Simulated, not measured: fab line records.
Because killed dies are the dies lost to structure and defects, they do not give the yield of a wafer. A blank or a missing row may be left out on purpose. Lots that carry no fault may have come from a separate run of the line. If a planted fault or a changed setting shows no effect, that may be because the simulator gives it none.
Split-lot study || flow n5-finfet || 21 wafers read across 7 lots, on a route 1938 steps long

## THE SPLIT
At N5_SDB_ETCH_25 (etches SiO2 in C4F6/O2, target depth 10 nm, time 3.3 s), the setting time-s was moved away from the recipe's 3.3 s on 8 of the 21 wafers read, by -16.8% to +13.2%. The other wafers ran this setting at the recipe's value.

Reading taken at the split's own step.

## THE READING
etch.depth-nm (the simulator's own value, which no gauge read), in nm, at N5_SDB_ETCH_25 (etches SiO2 in C4F6/O2, target depth 10 nm, time 3.3 s). The file gives no usual value for it. Average 9.947 nm, standard deviation 0.2 nm, over the 13 wafers here run with the recipe.

{"wafer": "L080.1", "tool, chamber at the split": "rie-diel-06, 3", "time-s as run, s": 3.3, "against the recipe": "recipe", "etch.depth-nm, nm": 9.87, "against lot-mates on the recipe": "-"}
{"wafer": "L080.2", "tool, chamber at the split": "rie-diel-06, 2", "time-s as run, s": 3.3, "against the recipe": "recipe", "etch.depth-nm, nm": 10.06, "against lot-mates on the recipe": "-"}
{"wafer": "L080.3", "tool, chamber at the split": "rie-diel-06, 1", "time-s as run, s": 3.3, "against the recipe": "recipe", "etch.depth-nm, nm": 10.04, "against lot-mates on the recipe": "-"}
{"wafer": "L081.2", "tool, chamber at the split": "rie-diel-03, 0", "time-s as run, s": 3.3, "against the recipe": "recipe", "etch.depth-nm, nm": 10.12, "against lot-mates on the recipe": "-"}
{"wafer": "L081.5", "tool, chamber at the split": "rie-diel-03, 0", "time-s as run, s": 3.3, "against the recipe": "recipe", "etch.depth-nm, nm": 10.04, "against lot-mates on the recipe": "-"}
{"wafer": "L081.6", "tool, chamber at the split": "rie-diel-03, 3", "time-s as run, s": 3.3, "against the recipe": "recipe", "etch.depth-nm, nm": 9.694, "against lot-mates on the recipe": "-"}
{"wafer": "L083.4", "tool, chamber at the split": "rie-diel-06, 3", "time-s as run, s": 3.3, "against the recipe": "recipe", "etch.depth-nm, nm": 9.784, "against lot-mates on the recipe": "-"}
{"wafer": "L083.5", "tool, chamber at the split": "rie-diel-06, 3", "time-s as run, s": 2.968, "against the recipe": "-10.1%", "etch.depth-nm, nm": 8.877, "against lot-mates on the recipe": -0.907}
{"wafer": "L083.6", "tool, chamber at the split": "rie-diel-06, 2", "time-s as run, s": 2.968, "against the recipe": "-10.1%", "etch.depth-nm, nm": 9.081, "against lot-mates on the recipe": -0.703}
{"wafer": "L084.1", "tool, chamber at the split": "rie-diel-06, 2", "time-s as run, s": 3.3, "against the recipe": "recipe", "etch.depth-nm, nm": 10.14, "against lot-mates on the recipe": "-"}
{"wafer": "L084.4", "tool, chamber at the split": "rie-diel-06, 3", "time-s as run, s": 2.745, "against the recipe": "-16.8%", "etch.depth-nm, nm": 8.186, "against lot-mates on the recipe": -1.954}
{"wafer": "L084.6", "tool, chamber at the split": "rie-diel-06, 2", "time-s as run, s": 2.745, "against the recipe": "-16.8%", "etch.depth-nm, nm": 8.384, "against lot-mates on the recipe": -1.756}
{"wafer": "L086.1", "tool, chamber at the split": "rie-diel-02, 1", "time-s as run, s": 2.814, "against the recipe": "-14.7%", "etch.depth-nm, nm": 8.519, "against lot-mates on the recipe": -1.621}
{"wafer": "L086.3", "tool, chamber at the split": "rie-diel-02, 2", "time-s as run, s": 2.814, "against the recipe": "-14.7%", "etch.depth-nm, nm": 8.566, "against lot-mates on the recipe": -1.574}
{"wafer": "L086.5", "tool, chamber at the split": "rie-diel-02, 1", "time-s as run, s": 3.3, "against the recipe": "recipe", "etch.depth-nm, nm": 10.14, "against lot-mates on the recipe": "-"}
{"wafer": "L093.2", "tool, chamber at the split": "rie-diel-03, 3", "time-s as run, s": 3.736, "against the recipe": "+13.2%", "etch.depth-nm, nm": 11.05, "against lot-mates on the recipe": "+1.304"}
{"wafer": "L093.3", "tool, chamber at the split": "rie-diel-03, 2", "time-s as run, s": 3.3, "against the recipe": "recipe", "etch.depth-nm, nm": 9.746, "against lot-mates on the recipe": "-"}
{"wafer": "L093.5", "tool, chamber at the split": "rie-diel-03, 0", "time-s as run, s": 3.736, "against the recipe": "+13.2%", "etch.depth-nm, nm": 11.4, "against lot-mates on the recipe": "+1.654"}
{"wafer": "L095.3", "tool, chamber at the split": "rie-diel-06, 0", "time-s as run, s": 3.3, "against the recipe": "recipe", "etch.depth-nm, nm": 9.506, "against lot-mates on the recipe": "-"}
{"wafer": "L095.4", "tool, chamber at the split": "rie-diel-06, 1", "time-s as run, s": 3.3, "against the recipe": "recipe", "etch.depth-nm, nm": 9.978, "against lot-mates on the recipe": "-"}
{"wafer": "L095.6", "tool, chamber at the split": "rie-diel-06, 2", "time-s as run, s": 3.3, "against the recipe": "recipe", "etch.depth-nm, nm": 10.19, "against lot-mates on the recipe": "-"}

FIT RESULTS
A straight line over all 21 wafers: etch.depth-nm changes by +0.097 nm for each +1% of time-s; r = +0.98; the points scatter about the line by 0.18 nm.
The same after taking each lot's own level away (the mean of its wafers on the recipe; 21 wafers): +0.107 nm for each +1%; r = +0.98; scatter 0.18 nm.
Per that fit: largest time-s move, reading shift of 1.8 nm.
The lots' own levels span 9.7460 to 10.1400 nm, that is 2.0 times the standard deviation above.
The two slopes agree, so the slope changes little with the lot-to-lot level.
Check: for one of the wafers moved furthest among these (-16.8%), held out of the fit, the line's prediction against its lot-mates is -1.73 nm. It came out at -1.95 nm against them.

## OTHER SPLITS APPLIED TO THESE WAFERS
Other splits were also applied to these wafers ahead of the reading. Each is held against what the fit with the lots' levels taken away leaves over:
{"other split on the same wafers": "N5_PMOS_HMC_CHANNEL_EPI_COAT_31 spin-rpm", "wafers away from the commonest value": 8, "r with etch.depth-nm (lot level and that fit taken away)": "+0.19"}
{"other split on the same wafers": "N5_FIN_SAQP_ALD_61 ald-cycles", "wafers away from the commonest value": 6, "r with etch.depth-nm (lot level and that fit taken away)": -0.07}
{"other split on the same wafers": "N5_FIN_SAQP_PECVD_48 time-s", "wafers away from the commonest value": 6, "r with etch.depth-nm (lot level and that fit taken away)": "+0.38"}
{"other split on the same wafers": "N5_STI_FIN_REVEAL_ETCHBACK_08 time-s", "wafers away from the commonest value": 5, "r with etch.depth-nm (lot level and that fit taken away)": -0.05}
{"other split on the same wafers": "N5_STI_FIN_REVEAL_OXIDATION_31 time-s", "wafers away from the commonest value": 5, "r with etch.depth-nm (lot level and that fit taken away)": -0.19}
{"other split on the same wafers": "N5_DUMMY_GATE_ETCH_32 time-s", "wafers away from the commonest value": 7, "r with etch.depth-nm (lot level and that fit taken away)": "+0.06"}
{"other split on the same wafers": "N5_SD_EPI_P_ETCH_16 target-depth-a", "wafers away from the commonest value": 7, "r with etch.depth-nm (lot level and that fit taken away)": -0.42}
{"other split on the same wafers": "N5_SD_EPI_P_EPI_21 time-s", "wafers away from the commonest value": 4, "r with etch.depth-nm (lot level and that fit taken away)": "+0.34"}

## THE FILE'S OWN FIT
etch.depth-nm changes by +0.106 nm for each +1% of time-s, r = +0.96.
